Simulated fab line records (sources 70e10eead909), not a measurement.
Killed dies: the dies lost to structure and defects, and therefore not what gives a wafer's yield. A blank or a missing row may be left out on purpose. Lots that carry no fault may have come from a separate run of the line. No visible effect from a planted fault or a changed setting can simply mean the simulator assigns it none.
Struck lot and sound lot, side by side	flow nandHarc	14 out of 1302 route steps
Sound: wafers L994.3, L994.5, L994.6. Wafers L999.1, L999.5, L999.6 were the ones struck. Last of all comes the cause.
At each step with rows: each side's tool, then ch and its chambers, then its first start. Under that, the readings that differ: sound wafers	struck wafers	difference of the means	sigmas: that difference in standard deviations of wafers without a fault.
alike: a reading whose means differ by less than 2 such deviations, as well as words and numbers matching on both sides. not compared: withheld readings; readings where some wafer has no value; bounds like >300 that might hide an equal value; numbers whose values overlap and for which the record gives no deviation.
The two part at a step that has a row with sigmas, a row that says differs or no value, or rows on one side only. Numbers that have no deviation but don't overlap get no sigmas and don't part them. A reading that every wafer of one side lacks parts them only if that side has two wafers or more.

first, 1 step without rows for these wafers: NHARC_A_CHANNEL_FILL_D1_SRD_12.
NHARC_A_CHANNEL_FILL_D1_INSPECT_13:
  struck on defectInspect-01, day 14 22:37; sound on defectInspect-02, day 12 14:53
  alike: rawDefectCount
NHARC_A_DECK1_JOINT_ETCHBACK_07: etches the open film in HBr, target depth 105 nm, time 26.9 s.
  sound on rieSi-03 ch 0,1,3, day 12 14:59; struck on rieSi-05 ch 1,2, day 14 22:41
  alike: chamberPressureMTorr, drypumpMotorCurrentA, oesProductAu, throttleValvePct
  not compared: rfHoursCounterH
then, 7 steps without rows for these wafers: NHARC_A_DECK1_JOINT_ETCH_25 (etches SiO2 in dHF, target depth 0.5 nm); NHARC_A_DECK1_JOINT_ETCH_19 (etches poly-Si in TMAH, target depth 3 nm); NHARC_A_DECK1_JOINT_ETCH_18 (etches SiO2 in dHF, target depth 3 nm); NHARC_A_DECK1_JOINT_WET_08 (chemistry H3PO4, time 86 s); NHARC_A_DECK1_JOINT_ETCH_09 (etches SiO2 in dHF, target depth 5 nm); NHARC_A_DECK1_JOINT_WET_10 (chemistry H3PO4, time 86 s); NHARC_A_DECK1_JOINT_ETCH_11 (etches SiO2 in dHF, target depth 35 nm).
NHARC_A_DECK1_JOINT_CVD_12: deposits poly-Si, target thk 90 nm, time 1800 s.
  sound on lpcvdPoly-02 ch 0, day 12 22:24; struck on lpcvdPoly-01 ch 0, day 15 09:38
  alike: spikeTcTopC, tubeCenterTempC
NHARC_A_DECK1_JOINT_CMP_13: polishes, target thk 51.023 nm.
  sound on cmp-03 ch 1,2, day 13 01:15; struck on cmp-01 ch 1,2, day 15 12:51
reading	sound	struck	difference	sigmas
motorCurrentA (A)	13.2 13.7 13.4	11.3 10.3 11.4	-2.4	-3
timeToEndpointS (s)	9.9 8.5 10.4	17.7 16.3 17.5	+7.6	+3
  alike: slurryFlowMlMin
NHARC_A_DECK1_JOINT_THK_MEAS_14: measures by ellipsometry.
  struck on filmMetro-01, day 15 13:05; sound on filmMetro-01, day 13 01:29
  alike: thkNm
-- break in the record here, with 13 days between the starts of the struck wafers on either side (left off in module A_DECK1_JOINT, picked up again in module END, where the first step shown is number 1302 on the route) --
NHARC_END_SORT_01:
  sound on prober-01 ch 0, day 26 17:19; struck on prober-01 ch 0, day 28 14:37
  alike: killedAtArray, killedAtOther, killedAtPeriphery, killedDies, killedOpen, killedShort

WHERE THEY PART
NHARC_A_DECK1_JOINT_CMP_13 only, going by this record. Later steps at which nothing parts them and some readings are alike: NHARC_A_DECK1_JOINT_THK_MEAS_14, NHARC_END_SORT_01.

WHY: whatever the simulator had introduced
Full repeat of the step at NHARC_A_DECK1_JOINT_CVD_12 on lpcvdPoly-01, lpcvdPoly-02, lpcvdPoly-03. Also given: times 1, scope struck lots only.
